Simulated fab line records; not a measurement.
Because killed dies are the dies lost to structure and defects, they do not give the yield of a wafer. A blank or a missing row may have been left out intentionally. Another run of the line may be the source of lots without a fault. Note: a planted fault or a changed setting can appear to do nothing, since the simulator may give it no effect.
A struck lot beside a sound one / flow nand-harc / 24 steps out of a route of 1302
Sound: wafers L931.1, L931.2, L931.3. Wafers L941.3, L941.5, L941.6 were the ones struck. Last of all comes the cause.
At each step with rows: each side's tool, then ch and its chambers, then its first start. Under that, the readings that differ: sound wafers / struck wafers / difference of the means / sigmas: that difference in standard deviations of wafers without a fault.
alike: a reading whose means differ by less than 2 such deviations, as well as words and numbers matching on both sides. not compared: withheld readings; readings where some wafer has no value; bounds like >300 that might hide an equal value; numbers whose values overlap and for which the record gives no deviation.
Wherever a step has rows on one side only, a row that says differs or no value, or a row with sigmas, the two part there. Numbers that have no deviation but don't overlap get no sigmas and don't part them. A reading that every wafer of one side lacks parts them only if that side has two wafers or more.

NHARC_A_M0_INSPECT_27:
  sound on defect-inspect-02, day 26 01:47; struck on defect-inspect-02, day 30 13:55
  alike: raw-defect-count
NHARC_A_M0_PRE_CLEAN_31: time 12 s.
  sound on pecvd-04 ch 0,1,2, day 26 02:10; struck on pecvd-03 ch 0,1, day 30 13:59
  alike: heater-power-outer-w, heater-power-w, rf-fwd-power-W
NHARC_A_M0_DEP_32: deposits SiCN, target thk 30 nm.
  sound on pecvd-04 ch 0,1,2, day 26 02:15; struck on pecvd-03 ch 0,1, day 30 14:06
  alike: heater-power-outer-w, heater-power-w, rf-fwd-power-W
then, 8 steps without rows for these wafers: NHARC_A_M1_DEP_00 (deposits SiOC, target thk 182.5 nm); NHARC_A_M1_DEHYDRATE_01 (time 120 s); NHARC_A_M1_HMDS_02 (time 30 s); NHARC_A_M1_COAT_34 (time 65 s); NHARC_A_M1_COAT_03 (resist thk 90 nm); NHARC_A_M1_SOFTBAKE_04 (time 55 s); NHARC_A_M1_EBR_05; NHARC_A_M1_EXPOSE_06 (exposes mask A M1, target cd 120 nm).
NHARC_A_M1_PEB_07: peb time 65 s.
  sound on litho-track-06 ch 0, day 26 03:16; struck on litho-track-06 ch 0, day 30 15:07
reading=heater-power-total-W (W); sound=156.5 157.0 156.0; struck=159.8 160.1 160.6; difference=+3.7; sigmas=+9
reading=plate-temp-C (C); sound=99.79 100.08 100.08; struck=101.58 101.53 101.63; difference=+1.60; sigmas=+12
  alike: chill-plate-temp-C
then, 1 step without rows for these wafers: NHARC_A_M1_DEVELOP_08 (develop time 35 s).
NHARC_A_M1_CD_MEAS_09: the cd target is 120 nm.
  sound on cd-sem-02 ch 0, day 26 03:21; struck on cd-sem-02 ch 0, day 30 15:11
reading=cd-nm (nm); sound=120.9 120.4 119.8; struck=124.5 124.2 124.1; difference=+3.9; sigmas=+4
NHARC_A_M1_OVL_MEAS_10: pitch 240 nm.
  sound on overlay-01, day 26 03:26; struck on overlay-02, day 30 15:16
  alike: overlay-x-nm, overlay-y-nm
NHARC_A_M1_INSPECT_11:
  sound on defect-inspect-02, day 26 03:28; struck on defect-inspect-01, day 30 15:19
reading=raw-defect-count; sound=39 36 37; struck=107 116 107; difference=+73; sigmas=+2
NHARC_A_M1_DESCUM_14: chemistry O2, time 3 s.
  sound on rie-diel-07 ch 1,2,3, day 26 03:32; struck on rie-diel-07 ch 1,2, day 30 15:23
reading=model.A_M1.cd-nm (nm); sound=121.3 120.2 119.6; struck=123.3 123.3 125.1; difference=+3.5; sigmas=
  alike: drypump-motor-current-A, oes-product-au, rf-vpp-V, showerhead-plenum-p-Torr, throttle-valve-pct
  not compared: rf-hours-counter-h
NHARC_A_M1_ETCH_35: etches the open film in N2/H2, target depth 40 nm, overetch 12 nm, time 43.94 s.
  sound on rie-diel-07 ch 1,2,3, day 26 03:37; struck on rie-diel-07 ch 2,3, day 30 15:27
  alike: drypump-motor-current-A, oes-product-au, rf-fwd-power-W, rf-vpp-V, showerhead-plenum-p-Torr, throttle-valve-pct
  not compared: rf-hours-counter-h
NHARC_A_M1_ETCH_15: etches the open film in C4F8/Ar, target depth 182.5 nm, time 91.2 s.
  sound on rie-diel-07 ch 0,2,3; struck on rie-diel-07 ch 0,3
  alike: oes-product-au, rf-fwd-power-W, rf-vpp-V
  not compared: rf-hours-counter-h
NHARC_A_M1_CD_MEAS_16:
  sound on cd-sem-02, day 26 03:50; struck on cd-sem-03, day 30 15:41
reading=cd-nm (nm); sound=121.1 120.4 118.8; struck=123.5 124.3 125.4; difference=+4.3; sigmas=+4
NHARC_A_M1_STRIP_18: strips in N2/H2.
  sound on rie-diel-07 ch 1,2,3, day 26 03:55; struck on rie-diel-10 ch 0,2,3, day 30 15:48
  alike: drypump-motor-current-A, oes-product-au, rf-fwd-power-W, rf-vpp-V, showerhead-plenum-p-Torr, throttle-valve-pct
  not compared: rf-hours-counter-h
NHARC_A_M1_ETCH_28: etches the open film in CF4/N2, target depth 30 nm, time 72.99 s.
  sound on rie-diel-07 ch 0,1,2; struck on rie-diel-10 ch 0,1,3
reading=model.A_M1.cd-nm (nm); sound=121.5 119.9 118.5; struck=122.6 123.5 125.1; difference=+3.8; sigmas=
  alike: drypump-motor-current-A, oes-product-au, rf-fwd-power-W, rf-vpp-V, showerhead-plenum-p-Torr, throttle-valve-pct
  not compared: rf-hours-counter-h
then, 1 step without rows for these wafers: NHARC_A_M1_STRIP_19 (strips in post etch residue remover, time 600 s).
NHARC_END_SORT_01:
  sound on prober-02 ch 0, day 27 15:02; struck on prober-01 ch 0, day 32 03:59
reading=killed-at-array; sound=38 32 35; struck=67 69 74; difference=+35; sigmas=+2
  alike: defect-limited-yield, killed-at-other, killed-at-periphery, killed-dies, killed-open, killed-short

## WHERE THEY PART
Earliest at NHARC_A_M1_PEB_07; latest, in this record, at NHARC_END_SORT_01.

WHY: whatever the simulator had introduced
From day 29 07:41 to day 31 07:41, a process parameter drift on litho-track-06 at NHARC_A_M1_PEB_07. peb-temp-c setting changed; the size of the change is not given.
